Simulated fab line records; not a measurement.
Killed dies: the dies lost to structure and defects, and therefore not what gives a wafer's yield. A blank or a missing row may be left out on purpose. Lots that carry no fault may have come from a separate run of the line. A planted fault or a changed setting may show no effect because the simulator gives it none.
fab line records :: flow n5_finfet
record
  lots=4
  wafers=12
  last_day=18
route steps=1938 shown FIN_CUT@161 BEOL_M4@1111
lots that met no fault: from a run of the same line without faults
start_h: hours from the record's first day to the start of the lot's first wafer shown :: wait_h: hours elapsed since this lot's preceding step :: " repeats the value in the row above :: L1.1+2: a single row standing in for several wafers :: - no value, or no start given :: * or withheld: withheld :: < > ~ a bound
route shown NAME@n: names a module that has steps shown in the file, with the first one's number in the route :: usual: average and standard deviation across the fault-free wafers :: same: alike in all rows :: chamber/n: place in a boat :: sites: each site's reading :: _std_site: standard deviation across them :: _edge_site: mean of outer sites minus mean of inner sites :: radius_mm: for every site, how far away it sits from the centre of the wafer :: mask NAME#n: copy n :: behind: the most recent tool/chamber to have shaped the wafer :: hold: reason for holding the lot/hours on hold/outcome of the hold :: device: names the non-switching transistor (n, p or np) :: end of line: the tests these same wafers got at the end of their route :: for a step that has no rows: nothing shown but its recipe :: killed: the dies lost at the first sort to structure and to defects; this is not the yield of the wafer :: map: shows each die of a wafer: x if killed, . if not, _ if none is there
set.NAME: the setting the step ran with; set.NAME@STEP: the setting that earlier step ran with :: model.NAME: the simulator's own value behind a step, which no gauge read
a table for each step, a row for each wafer; lots at some steps of the route
services: from which hour (start_h, from the record's first day; less than 0 if before it) a tool's chamber was out of use, for how many hours, and why
## steps
# step N5_FIN_CUT_PEB_06
# recipe
  peb_temp_c=100
  peb_time_s=60
  resist=CAR-EUV
# step N5_FIN_CUT_DEVELOP_07
# recipe
  develop_time_s=30
  developer=TMAH
  resist=CAR-EUV
  rinse_liquid=surfactant_rinse
  dry=air_spin
  dev_temp_c=23
# step N5_FIN_CUT_DESCUM_13
# recipe
  chemistry=O2
  time_s=7
  source_power_w=50
  bias_power_w=20
  pressure_mtorr=20
  rf_frequency_hz=2.712e+07
  temp_c=40
  resist=CAR-EUV
  o2_flow_sccm=225
# step N5_FIN_CUT_ETCH_30
# recipe
  chemistry=N2/H2
  target=underlayer
  target_depth_a=130
  mask_material=CAR-EUV
  time_s=10.4
  ion_energy_ev=200
  pressure_mtorr=30
  source_w=840
  bias_w=150
  n2_flow_sccm=200
  h2_flow_sccm=200
  ends=cleared
# step N5_FIN_CUT_ETCH_20
# recipe
  chemistry=CF4
  target=SiARC
  target_depth_a=260
  mask_material=CAR-EUV
  time_s=43.3
  ion_energy_ev=80
  pressure_mtorr=40
  source_w=545
  bias_w=36
  Ar_flow_sccm=100
  cf4_flow_sccm=100
  ends=cleared
# step N5_FIN_CUT_ETCH_21
# recipe
  chemistry=N2/H2
  target=SOC
  target_depth_a=2190
  overetch_a=438
  mask_material=SiARC
  temp_c=40
  ion_energy_ev=100
  bias_w=61
  time_s=523.5
  pressure_mtorr=30
  source_w=850
  n2_flow_sccm=200
  h2_flow_sccm=200
# step N5_FIN_CUT_STRIP_23
# recipe
  chemistry=N2/H2
  temp_c=40
  n2_flow_sccm=200
  h2_flow_sccm=200
  rf_frequency_hz=6e+07
# step N5_FIN_CUT_STRIP_31
# recipe
  chemistry=N2/H2
  temp_c=40
  n2_flow_sccm=200
  h2_flow_sccm=200
  rf_frequency_hz=6e+07
# step N5_FIN_CUT_STRIP_24
# recipe
  chemistry=CF4
  resist=SiARC
  power_w=300
  bias_power_w=75
  pressure_mtorr=50
  cf4_flow_sccm=150
  rf_frequency_hz=6e+07
# step N5_FIN_CUT_CUT_ETCH_26
# recipe
  chemistry=CH3F/O2
  target=SiNx
  target_depth_a=390
  mask_material=SOC
  time_s=55.7
  pressure_mtorr=30
  source_w=395
  bias_w=73
  Ar_flow_sccm=150
  CH3F_flow_sccm=30
  O2_flow_sccm=20
  ion_energy_ev=120
# usual
  drypump_motor_current_A=5.78/0.26
  oes_f_703_au=0.80/0.096
  oes_o_777_au=0.80/0.093
  oes_product_au=0.80/0.089
  rf_fwd_power_W=391.2/1.6
  rf_vpp_V=298/4.5
  showerhead_plenum_p_Torr=2.02/0.06
  throttle_valve_pct=16.30/0.24
lot.wafer: L504.1
tool: rie_diel-06
chamber: 3
start_h: 39.75
wait_h: 0.0
drypump_motor_current_A: 5.86
oes_f_703_au: 0.98
oes_o_777_au: 0.96
oes_product_au: 0.95
rf_fwd_power_W: 393.3
rf_hours_counter_h: 8
rf_vpp_V: 295
showerhead_plenum_p_Torr: 1.96
throttle_valve_pct: 15.87
model.etch.depth_nm: 38.86
model.SOC_of_FIN_CUT_COAT_18.thk_nm: 212.6

lot.wafer: L504.2
tool: rie_diel-06
chamber: 0
start_h: 39.75
wait_h: 0.0
drypump_motor_current_A: 6.10
oes_f_703_au: 0.74
oes_o_777_au: 0.73
oes_product_au: 0.74
rf_fwd_power_W: 390.4
rf_hours_counter_h: 169
rf_vpp_V: 291
showerhead_plenum_p_Torr: 2.01
throttle_valve_pct: 16.51
model.etch.depth_nm: 38.4
model.SOC_of_FIN_CUT_COAT_18.thk_nm: 213.4

lot.wafer: L504.4
tool: rie_diel-06
chamber: 2
start_h: 39.75
wait_h: 0.0
drypump_motor_current_A: 5.82
oes_f_703_au: 0.79
oes_o_777_au: 0.79
oes_product_au: 0.80
rf_fwd_power_W: 390.9
rf_hours_counter_h: 123
rf_vpp_V: 304
showerhead_plenum_p_Torr: 2.00
throttle_valve_pct: 16.39
model.etch.depth_nm: 39.86
model.SOC_of_FIN_CUT_COAT_18.thk_nm: 211.8

lot.wafer: L511.1
tool: rie_diel-06
chamber: 1
start_h: 82.15
wait_h: 0.0
drypump_motor_current_A: 5.41
oes_f_703_au: 1.05
oes_o_777_au: 0.98
oes_product_au: 0.84
rf_fwd_power_W: 486.8
rf_hours_counter_h: 123
rf_vpp_V: 268
showerhead_plenum_p_Torr: 2.08
throttle_valve_pct: 16.32
model.etch.depth_nm: 42.88
model.SOC_of_FIN_CUT_COAT_18.thk_nm: 209.8

lot.wafer: L511.2
tool: rie_diel-06
chamber: 0
start_h: 82.15
wait_h: 0.0
drypump_motor_current_A: 6.08
oes_f_703_au: 0.97
oes_o_777_au: 0.89
oes_product_au: 0.77
rf_fwd_power_W: 487.6
rf_hours_counter_h: 185
rf_vpp_V: 264
showerhead_plenum_p_Torr: 2.00
throttle_valve_pct: 16.56
model.etch.depth_nm: 41.81
model.SOC_of_FIN_CUT_COAT_18.thk_nm: 209.8

lot.wafer: L511.5
tool: rie_diel-06
chamber: 1
start_h: 82.15
wait_h: 0.0
drypump_motor_current_A: 5.41
oes_f_703_au: 1.05
oes_o_777_au: 0.99
oes_product_au: 0.83
rf_fwd_power_W: 489.0
rf_hours_counter_h: -
rf_vpp_V: 267
showerhead_plenum_p_Torr: 2.08
throttle_valve_pct: 16.31
model.etch.depth_nm: 42.93
model.SOC_of_FIN_CUT_COAT_18.thk_nm: 209.2

lot.wafer: L514.4
tool: rie_diel-06
chamber: 2
start_h: 100.63
wait_h: 0.0
drypump_motor_current_A: 5.86
oes_f_703_au: 1.01
oes_o_777_au: 0.96
oes_product_au: 0.81
rf_fwd_power_W: 484.3
rf_hours_counter_h: -
rf_vpp_V: 274
showerhead_plenum_p_Torr: 2.00
throttle_valve_pct: 16.44
model.etch.depth_nm: 42.51
model.SOC_of_FIN_CUT_COAT_18.thk_nm: 210.2

lot.wafer: L514.5
tool: rie_diel-06
chamber: 1
start_h: 100.63
wait_h: 0.0
drypump_motor_current_A: 5.42
oes_f_703_au: 1.04
oes_o_777_au: 0.98
oes_product_au: 0.82
rf_fwd_power_W: 485.6
rf_hours_counter_h: -
rf_vpp_V: 267
showerhead_plenum_p_Torr: 2.08
throttle_valve_pct: 16.31
model.etch.depth_nm: 42.19
model.SOC_of_FIN_CUT_COAT_18.thk_nm: 210.2

lot.wafer: L514.6
tool: rie_diel-06
chamber: 3
start_h: 100.63
wait_h: 0.0
drypump_motor_current_A: 5.83
oes_f_703_au: 1.21
oes_o_777_au: 1.12
oes_product_au: 0.95
rf_fwd_power_W: 487.2
rf_hours_counter_h: -
rf_vpp_V: 265
showerhead_plenum_p_Torr: 1.95
throttle_valve_pct: 15.93
model.etch.depth_nm: 42.61
model.SOC_of_FIN_CUT_COAT_18.thk_nm: 209.8

lot.wafer: L525.1
tool: rie_diel-05
chamber: 1
start_h: 165.80
wait_h: 0.0
drypump_motor_current_A: 5.90
oes_f_703_au: 0.69
oes_o_777_au: 0.71
oes_product_au: 0.70
rf_fwd_power_W: 390.9
rf_hours_counter_h: 203
rf_vpp_V: 298
showerhead_plenum_p_Torr: 2.07
throttle_valve_pct: 16.72
model.etch.depth_nm: 38.56
model.SOC_of_FIN_CUT_COAT_18.thk_nm: 212.6

lot.wafer: L525.4
tool: rie_diel-05
chamber: 2
start_h: 165.80
wait_h: 0.0
drypump_motor_current_A: 6.03
oes_f_703_au: 0.70
oes_o_777_au: 0.70
oes_product_au: 0.70
rf_fwd_power_W: 389.7
rf_hours_counter_h: -
rf_vpp_V: 290
showerhead_plenum_p_Torr: 1.90
throttle_valve_pct: 16.65
model.etch.depth_nm: 38.26
model.SOC_of_FIN_CUT_COAT_18.thk_nm: 213

lot.wafer: L525.6
tool: rie_diel-05
chamber: 1
start_h: 165.80
wait_h: 0.0
drypump_motor_current_A: 5.92
oes_f_703_au: 0.69
oes_o_777_au: 0.71
oes_product_au: 0.70
rf_fwd_power_W: 390.2
rf_hours_counter_h: -
rf_vpp_V: 299
showerhead_plenum_p_Torr: 2.07
throttle_valve_pct: 16.71
model.etch.depth_nm: 38.59
model.SOC_of_FIN_CUT_COAT_18.thk_nm: 212.6
# step N5_FIN_CUT_CUT_ETCH_27
# recipe
  chemistry=CHF3/O2
  target=SiO2
  target_depth_a=40
  mask_material=SOC
  overetch_a=20
  time_s=4.9
  pressure_mtorr=30
  source_w=650
  bias_w=170
  Ar_flow_sccm=200
  CHF3_flow_sccm=50
  O2_flow_sccm=5
  ion_energy_ev=200
# step N5_FIN_CUT_PRECLEAN_35
# recipe
  time_s=13.3
  temp_c=45
  pressure_torr=125
  p_hf_torr=3
  p_coreactant_torr=25
  chemistry=vHF
# step N5_FIN_CUT_CUT_ETCH_15
# recipe
  chemistry=HBr/Cl2/O2
  target=Si
  target_depth_a=1000
  bt_time_s=10
  mask_material=SOC
  time_s=42.4
  ion_energy_ev=*
  bias_w=*
  pressure_mtorr=10
  icp_w=800
  HBr_flow_sccm=150
  Cl2_flow_sccm=80
  O2_flow_sccm=12
# step N5_FIN_CUT_CUT_ETCH_28
# recipe
  chemistry=HBr/Cl2/O2
  target=Si
  target_depth_a=60
  mask_material=SOC
  time_s=2.4
  ion_energy_ev=*
  bias_w=*
  pressure_mtorr=10
  icp_w=800
  HBr_flow_sccm=150
  Cl2_flow_sccm=80
  O2_flow_sccm=12
# usual
  drypump_motor_current_A=5.7/0.5
  oes_o_777_au=0.995/0.03
  oes_product_au=1.003/0.016
  rf_fwd_power_W=*
  throttle_valve_pct=37.15/0.21
lot.wafer: L504.1
tool: rie_si-03
chamber: 2
start_h: 40.00
wait_h: 0.0
drypump_motor_current_A: 5.5
oes_o_777_au: 1.020
oes_product_au: 1.001
rf_fwd_power_W: *
rf_hours_counter_h: 158
throttle_valve_pct: 37.46
model.SOC_of_FIN_CUT_COAT_18.thk_nm: 168.8

lot.wafer: L504.2
tool: rie_si-03
chamber: 0
start_h: 40.00
wait_h: 0.0
drypump_motor_current_A: 4.7
oes_o_777_au: 1.012
oes_product_au: 1.015
rf_fwd_power_W: *
rf_hours_counter_h: 11
throttle_valve_pct: 37.16
model.SOC_of_FIN_CUT_COAT_18.thk_nm: 170

lot.wafer: L504.4
tool: rie_si-03
chamber: 1
start_h: 40.00
wait_h: 0.0
drypump_motor_current_A: 5.2
oes_o_777_au: 0.937
oes_product_au: 0.994
rf_fwd_power_W: *
rf_hours_counter_h: 3
throttle_valve_pct: 37.33
model.SOC_of_FIN_CUT_COAT_18.thk_nm: 169

lot.wafer: L511.1
tool: rie_si-02
chamber: 3
start_h: 82.40
wait_h: 0.0
drypump_motor_current_A: 5.9
oes_o_777_au: 1.014
oes_product_au: 0.976
rf_fwd_power_W: *
rf_hours_counter_h: 130
throttle_valve_pct: 37.39
model.SOC_of_FIN_CUT_COAT_18.thk_nm: 166.2

lot.wafer: L511.2
tool: rie_si-02
chamber: 1
start_h: 82.40
wait_h: 0.0
drypump_motor_current_A: 6.4
oes_o_777_au: 1.037
oes_product_au: 1.020
rf_fwd_power_W: *
rf_hours_counter_h: 41
throttle_valve_pct: 37.35
model.SOC_of_FIN_CUT_COAT_18.thk_nm: 167.8

lot.wafer: L511.5
tool: rie_si-02
chamber: 2
start_h: 82.40
wait_h: 0.0
drypump_motor_current_A: 5.4
oes_o_777_au: 0.953
oes_product_au: 0.987
rf_fwd_power_W: *
rf_hours_counter_h: -
throttle_valve_pct: 37.05
model.SOC_of_FIN_CUT_COAT_18.thk_nm: 166.4

lot.wafer: L514.4
tool: rie_si-01
chamber: 0
start_h: 100.86
wait_h: 0.0
drypump_motor_current_A: 6.2
oes_o_777_au: 1.000
oes_product_au: 1.029
rf_fwd_power_W: *
rf_hours_counter_h: 149
throttle_valve_pct: 37.13
model.SOC_of_FIN_CUT_COAT_18.thk_nm: 167.4

lot.wafer: L514.5
tool: rie_si-01
chamber: 2
start_h: 100.86
wait_h: 0.0
drypump_motor_current_A: 5.8
oes_o_777_au: 1.009
oes_product_au: 1.023
rf_fwd_power_W: *
rf_hours_counter_h: -
throttle_valve_pct: 37.14
model.SOC_of_FIN_CUT_COAT_18.thk_nm: 167.2

lot.wafer: L514.6
tool: rie_si-01
chamber: 1
start_h: 100.86
wait_h: 0.0
drypump_motor_current_A: 5.3
oes_o_777_au: 0.967
oes_product_au: 1.003
rf_fwd_power_W: *
rf_hours_counter_h: -
throttle_valve_pct: 36.83
model.SOC_of_FIN_CUT_COAT_18.thk_nm: 166.8

lot.wafer: L525.1
tool: rie_si-02
chamber: 1
start_h: 166.05
wait_h: 0.0
drypump_motor_current_A: 6.4
oes_o_777_au: 1.027
oes_product_au: 1.017
rf_fwd_power_W: *
rf_hours_counter_h: 42
throttle_valve_pct: 37.36
model.SOC_of_FIN_CUT_COAT_18.thk_nm: 170

lot.wafer: L525.4
tool: rie_si-02
chamber: 2
start_h: 166.05
wait_h: 0.0
drypump_motor_current_A: 5.4
oes_o_777_au: 0.957
oes_product_au: 0.983
rf_fwd_power_W: *
rf_hours_counter_h: 5
throttle_valve_pct: 37.06
model.SOC_of_FIN_CUT_COAT_18.thk_nm: 170.6

lot.wafer: L525.6
tool: rie_si-02
chamber: 0
start_h: 166.05
wait_h: 0.0
drypump_motor_current_A: 5.6
oes_o_777_au: 1.002
oes_product_au: 0.996
rf_fwd_power_W: *
rf_hours_counter_h: -
throttle_valve_pct: 36.86
model.SOC_of_FIN_CUT_COAT_18.thk_nm: 170.2
# step N5_FIN_CUT_STRIP_22
# recipe
  chemistry=N2/H2
  power_w=500
  temp_c=40
  pressure_mtorr=50
  rf_frequency_hz=6e+07
  overash_fraction=0.3
  bias_power_w=8
  h2_frac=0.5
  n2_flow_sccm=300
  h2_flow_sccm=300
# step N5_BEOL_M4_RC_MEAS_101
# usual
  DIBL_N=36.0/2
  DIBL_P=36.2/2.2
  IOFF_N=0.16/0.034
  IOFF_P=0.21/0.04
  ION_N=675/12
  ION_P=463/7.2
  SS_N=71.6/0.6
  SS_P=73.3/0.67
  VT_N=250/3
  VT_P=-251/3.4
lot.wafer: L504.1
tool: prober-02
chamber: 0
start_h: 188.48
wait_h: 0.0
DIBL_N[mV/V]: 37.3
DIBL_P[mV/V]: 39.8
IOFF_N[nA/um]: 0.17
IOFF_P[nA/um]: 0.23
ION_N[uA/um]: 673
ION_P[uA/um]: 459
SS_N[mV/dec]: 72.2
SS_P[mV/dec]: 74.6
VT_N[mV]: 248
VT_P[mV]: -251

lot.wafer: L504.2
tool: prober-02
chamber: 0
start_h: 188.48
wait_h: 0.0
DIBL_N[mV/V]: 32.4
DIBL_P[mV/V]: 33.9
IOFF_N[nA/um]: 0.11
IOFF_P[nA/um]: 0.15
ION_N[uA/um]: 654
ION_P[uA/um]: 451
SS_N[mV/dec]: 70.4
SS_P[mV/dec]: 72.4
VT_N[mV]: 255
VT_P[mV]: -255

lot.wafer: L504.4
tool: prober-02
chamber: 0
start_h: 188.48
wait_h: 0.0
DIBL_N[mV/V]: 35.2
DIBL_P[mV/V]: 36.3
IOFF_N[nA/um]: 0.13
IOFF_P[nA/um]: 0.17
ION_N[uA/um]: 666
ION_P[uA/um]: 455
SS_N[mV/dec]: 71.1
SS_P[mV/dec]: 73.4
VT_N[mV]: 255
VT_P[mV]: -253

lot.wafer: L511.1
tool: prober-01
chamber: 0
start_h: 227.43
wait_h: 0.0
DIBL_N[mV/V]: 34.9
DIBL_P[mV/V]: 35.0
IOFF_N[nA/um]: 0.15
IOFF_P[nA/um]: 0.20
ION_N[uA/um]: 684
ION_P[uA/um]: 469
SS_N[mV/dec]: 71.0
SS_P[mV/dec]: 72.5
VT_N[mV]: 249
VT_P[mV]: -249

lot.wafer: L511.2
tool: prober-01
chamber: 0
start_h: 227.43
wait_h: 0.0
DIBL_N[mV/V]: 33.0
DIBL_P[mV/V]: 31.9
IOFF_N[nA/um]: 0.10
IOFF_P[nA/um]: 0.15
ION_N[uA/um]: 662
ION_P[uA/um]: 456
SS_N[mV/dec]: 70.6
SS_P[mV/dec]: 72.3
VT_N[mV]: 255
VT_P[mV]: -254

lot.wafer: L511.5
tool: prober-01
chamber: 0
start_h: 227.43
wait_h: 0.0
DIBL_N[mV/V]: 32.8
DIBL_P[mV/V]: 32.2
IOFF_N[nA/um]: 0.11
IOFF_P[nA/um]: 0.17
ION_N[uA/um]: 664
ION_P[uA/um]: 460
SS_N[mV/dec]: 70.4
SS_P[mV/dec]: 72.1
VT_N[mV]: 255
VT_P[mV]: -251

lot.wafer: L514.4
tool: prober-01
chamber: 0
start_h: 245.66
wait_h: 0.5
DIBL_N[mV/V]: 35.2
DIBL_P[mV/V]: 37.1
IOFF_N[nA/um]: 0.16
IOFF_P[nA/um]: 0.24
ION_N[uA/um]: 673
ION_P[uA/um]: 468
SS_N[mV/dec]: 70.8
SS_P[mV/dec]: 73.5
VT_N[mV]: 250
VT_P[mV]: -244

lot.wafer: L514.5
tool: prober-01
chamber: 0
start_h: 245.66
wait_h: 0.5
DIBL_N[mV/V]: 35.5
DIBL_P[mV/V]: 36.8
IOFF_N[nA/um]: 0.16
IOFF_P[nA/um]: 0.23
ION_N[uA/um]: 680
ION_P[uA/um]: 465
SS_N[mV/dec]: 70.9
SS_P[mV/dec]: 73.3
VT_N[mV]: 250
VT_P[mV]: -249

lot.wafer: L514.6
tool: prober-01
chamber: 0
start_h: 245.66
wait_h: 0.5
DIBL_N[mV/V]: 35.8
DIBL_P[mV/V]: 38.0
IOFF_N[nA/um]: 0.17
IOFF_P[nA/um]: 0.25
ION_N[uA/um]: 685
ION_P[uA/um]: 474
SS_N[mV/dec]: 71.6
SS_P[mV/dec]: 73.7
VT_N[mV]: 249
VT_P[mV]: -249

lot.wafer: L525.1
tool: prober-01
chamber: 0
start_h: 316.99
wait_h: 0.0
DIBL_N[mV/V]: 34.8
DIBL_P[mV/V]: 34.2
IOFF_N[nA/um]: 0.13
IOFF_P[nA/um]: 0.17
ION_N[uA/um]: 674
ION_P[uA/um]: 461
SS_N[mV/dec]: 71.5
SS_P[mV/dec]: 73.4
VT_N[mV]: 254
VT_P[mV]: -253

lot.wafer: L525.4
tool: prober-01
chamber: 0
start_h: 316.99
wait_h: 0.0
DIBL_N[mV/V]: 34.8
DIBL_P[mV/V]: 34.1
IOFF_N[nA/um]: 0.13
IOFF_P[nA/um]: 0.18
ION_N[uA/um]: 665
ION_P[uA/um]: 458
SS_N[mV/dec]: 71.5
SS_P[mV/dec]: 73.5
VT_N[mV]: 253
VT_P[mV]: -253

lot.wafer: L525.6
tool: prober-01
chamber: 0
start_h: 316.99
wait_h: 0.0
DIBL_N[mV/V]: 36.5
DIBL_P[mV/V]: 36.2
IOFF_N[nA/um]: 0.16
IOFF_P[nA/um]: 0.20
ION_N[uA/um]: 680
ION_P[uA/um]: 463
SS_N[mV/dec]: 71.9
SS_P[mV/dec]: 74.2
VT_N[mV]: 252
VT_P[mV]: -252
## services
tool: rie_si-01
chamber: 1
start_h: 27.19
hours: 1.2
kind: repair

tool: rie_diel-05
chamber: 2
start_h: 35.38
hours: 8.6
kind: repair

tool: rie_si-02
chamber: -
start_h: 42.19
hours: 3.0
kind: repair

tool: rie_diel-05
chamber: -
start_h: 46.87
hours: 0.3
kind: repair

tool: rie_diel-05
chamber: 2
start_h: 72.79
hours: 5.3
kind: repair

tool: rie_si-03
chamber: -
start_h: 82.09
hours: 16.0
kind: repair

tool: rie_diel-05
chamber: 3
start_h: 85.04
hours: -
kind: clean

tool: rie_diel-05
chamber: 3
start_h: 85.04
hours: -
kind: consumable_replace:focus_ring

tool: rie_diel-05
chamber: 3
start_h: 85.04
hours: 23.4
kind: scheduled_down

tool: rie_diel-05
chamber: 3
start_h: 85.04
hours: 23.4
kind: vent_cycle

tool: rie_diel-06
chamber: 0
start_h: 85.75
hours: 15.1
kind: repair

tool: rie_diel-06
chamber: 2
start_h: 92.67
hours: 2.6
kind: repair

tool: rie_si-03
chamber: -
start_h: 104.03
hours: 0.5
kind: repair

tool: rie_si-03
chamber: 0
start_h: 107.02
hours: 1.7
kind: repair

tool: rie_si-02
chamber: 1
start_h: 118.40
hours: 3.7
kind: repair

tool: rie_si-01
chamber: 0
start_h: 123.44
hours: 7.7
kind: repair

tool: rie_si-01
chamber: 2
start_h: 131.19
hours: -
kind: clean

tool: rie_si-01
chamber: 2
start_h: 131.19
hours: 14.7
kind: scheduled_down

tool: rie_si-01
chamber: 2
start_h: 131.19
hours: 14.7
kind: vent_cycle

tool: rie_si-01
chamber: 3
start_h: 145.85
hours: -
kind: clean

tool: rie_si-01
chamber: 3
start_h: 145.85
hours: 20.4
kind: scheduled_down

tool: rie_si-01
chamber: 3
start_h: 145.85
hours: 20.4
kind: vent_cycle

tool: rie_si-03
chamber: 1
start_h: 148.49
hours: 7.6
kind: repair

tool: rie_si-02
chamber: 0
start_h: 159.43
hours: 1.8
kind: repair
## key
first_sign
  step=N5_FIN_CUT_CUT_ETCH_26
  reading=rf_fwd_power_W
  direction=up
  sigmas=61
  usual=*
  struck=*
effect
  step=N5_FIN_CUT_CUT_ETCH_26
  reading=rf_vpp_V
  direction=down
  sigmas=6.7
  usual=298
  struck=268
model_effect
  step=N5_FIN_CUT_CUT_ETCH_26
  value=etch.depth_nm
  without=39.15
  struck=42.49
model_effect
  step=N5_FIN_CUT_CUT_ETCH_28
  value=SOC_of_FIN_CUT_COAT_18.thk_nm
  without=168.5
  struck=167
met_at N5_FIN_CUT_CUT_ETCH_26
struck_wafers L511.1,L511.2,L511.5,L514.4,L514.5,L514.6
onset_between 39.75 82.15
fault
  kind=process_parameter_drift
  tool=rie_diel-06
  chamber=-
  onset_h=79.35
  steps=N5_FIN_CUT_CUT_ETCH_26
  channel=source_w
  offset=94.8
  shape=step
  end_h=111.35
  acts_in=these_recipes_only
  stated=395
